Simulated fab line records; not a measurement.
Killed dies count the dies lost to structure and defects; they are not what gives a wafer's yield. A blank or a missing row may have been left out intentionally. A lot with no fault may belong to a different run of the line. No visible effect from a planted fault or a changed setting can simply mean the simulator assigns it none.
Lot-split experiment ; flow n5_finfet ; 21 wafers read from 7 lots, route of 1938 steps

## SPLIT DETAILS
At N5_MIM_BOT_SPUTTER_00 (material TiN, target thk 35 nm, time 89.7 s), the setting time_s was moved away from the recipe's 89.7 s on 7 of the 21 wafers read, by -8.1% to +14.3%. All remaining wafers had this setting at the recipe value.

Reading taken at the split's own step.

## THE READING
TiN_of_MIM_BOT_SPUTTER_00.thk_nm (the simulator's own value, which no gauge read), in nm, at N5_MIM_BOT_SPUTTER_00 (material TiN, target thk 35 nm, time 89.7 s). There is no usual value for it anywhere in the file. Across the 14 wafers here that went through the recipe, the average is 35.2 nm and the standard deviation 0.46 nm.

wafer;tool, chamber at the split;time_s as run, s;against the recipe;TiN_of_MIM_BOT_SPUTTER_00.thk_nm, nm;against lot-mates on the recipe
L074.4;pvd_sputter-01, -;89.7;recipe;35;-
L074.5;pvd_sputter-01, -;89.7;recipe;35;-
L074.6;pvd_sputter-01, -;89.7;recipe;35.2;-
L077.4;pvd_sputter-01, -;89.7;recipe;35;-
L077.5;pvd_sputter-01, -;102.5;+14.3%;40.4;+5.5
L077.6;pvd_sputter-01, -;89.7;recipe;34.8;-
L083.2;pvd_sputter-03, -;89.7;recipe;35.6;-
L083.3;pvd_sputter-03, -;89.7;recipe;35.8;-
L083.6;pvd_sputter-03, -;89.7;recipe;36;-
L087.2;pvd_sputter-02, -;83.42;-7.0%;32.4;-2.6
L087.3;pvd_sputter-02, -;83.42;-7.0%;32.6;-2.4
L087.4;pvd_sputter-02, -;89.7;recipe;35;-
L095.1;pvd_sputter-01, -;94.52;+5.4%;36.6;no lot-mate on the recipe
L095.3;pvd_sputter-01, -;94.52;+5.4%;36.4;no lot-mate on the recipe
L095.5;pvd_sputter-01, -;94.52;+5.4%;37;no lot-mate on the recipe
L096.3;pvd_sputter-02, -;89.7;recipe;35;-
L096.4;pvd_sputter-02, -;82.44;-8.1%;32.8;-2.6
L096.5;pvd_sputter-02, -;89.7;recipe;35.8;-
L097.2;pvd_sputter-01, -;89.7;recipe;35;-
L097.3;pvd_sputter-01, -;89.7;recipe;35;-
L097.6;pvd_sputter-01, -;89.7;recipe;34.2;-

THE FIT
A straight line over all 21 wafers: TiN_of_MIM_BOT_SPUTTER_00.thk_nm changes by +0.343 nm for each +1% of time_s; r = +0.97; the points scatter about the line by 0.45 nm.
The same after taking each lot's own level away (the mean of its wafers on the recipe; 18 wafers): +0.367 nm for each +1%; r = +0.99; scatter 0.26 nm.
That fit puts the effect of the largest move of time_s on the reading at 5.2 nm.
From 34.73 to 35.80 nm: that is the span of the lots' own levels, equal to 2.3 times the standard deviation above.
Consequently the slope shifts little with the lot-to-lot level, the two slopes agreeing.
Check: for one of the wafers moved furthest among these (+14.3%), held out of the fit, the line's prediction against its lot-mates is +4.88 nm. Against them it came out at +5.5 nm.

## OTHER SPLITS APPLIED TO THESE WAFERS
Note: prior to the reading, these wafers also went through further splits. Each is held against what the fit with the lots' levels taken away leaves over:
other split on the same wafers;wafers away from the commonest value;r with TiN_of_MIM_BOT_SPUTTER_00.thk_nm (lot level and that fit taken away)
N5_BEOL_M11_TRENCH_ETCH_37 time_s;7;-0.31
N5_BEOL_M11_CURE_72 time_s;9;+0.31
N5_BEOL_M13_COAT_04 spin_rpm;8;-0.11
N5_BEOL_M13_ETCH_59 time_s;8;-0.37
N5_BEOL_M13_SPUTTER_43 time_s;4;+0.22
N5_BEOL_M15_ETCH_59 time_s;8;+0.08
N5_BEOL_M15_COAT_56 spin_rpm;7;-0.03

## THE FILE'S OWN FIT
TiN_of_MIM_BOT_SPUTTER_00.thk_nm changes by +0.368 nm for each +1% of time_s, r = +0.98.
